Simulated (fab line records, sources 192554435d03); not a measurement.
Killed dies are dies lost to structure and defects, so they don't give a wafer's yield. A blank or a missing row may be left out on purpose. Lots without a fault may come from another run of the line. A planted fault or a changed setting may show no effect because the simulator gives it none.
Chamber matching | flow n5_finfet | N5_FIN_CUT_STRIP_22 on rie_diel-01: 4 sister chambers
The step strips in N2/H2. 4 wafers are shown with their chamber, then 7 later ones without.

WAFERS WITH THEIR CHAMBER
wafer  | chamber | showerhead_plenum_p_Torr (Torr)
L080.1 | 0       | 3.41
L084.6 | 2       | 3.49
L090.1 | 1       | 3.30
L090.3 | 3       | 3.34

WAFERS WITHOUT THEIR CHAMBER
wafer  | showerhead_plenum_p_Torr (Torr)
L090.5 | 3.40
L093.1 | 3.48
L093.5 | 3.48
L093.6 | 3.29
L097.2 | 3.47
L097.4 | 3.39
L097.5 | 3.40

WHICH CHAMBER EACH WENT THROUGH
wafer  | from the rows above | in truth
L090.5 | 0                   | 0
L093.1 | 2                   | 2
L093.5 | 2                   | 2
L093.6 | 1                   | 1
L097.2 | 2                   | 2
L097.4 | 0                   | 0
L097.5 | 0                   | 0
Placed correctly: 7 of 7. Can't be placed from these rows: 0. Placed wrongly: 0.
How it was worked out, from the rows above alone: a wafer's distance from a chamber is the root of the sum, over the readings, of the square of ((its reading less the chamber's mean) divided by the reading's scatter). The wafer belongs to the nearest chamber; if the next one is less than 2 further off, it can't be placed. A chamber's mean is the mean of its shown wafers. The scatter: with one shown wafer a chamber, the root of the mean of the squares of how far each hidden wafer lies from its nearest shown one.
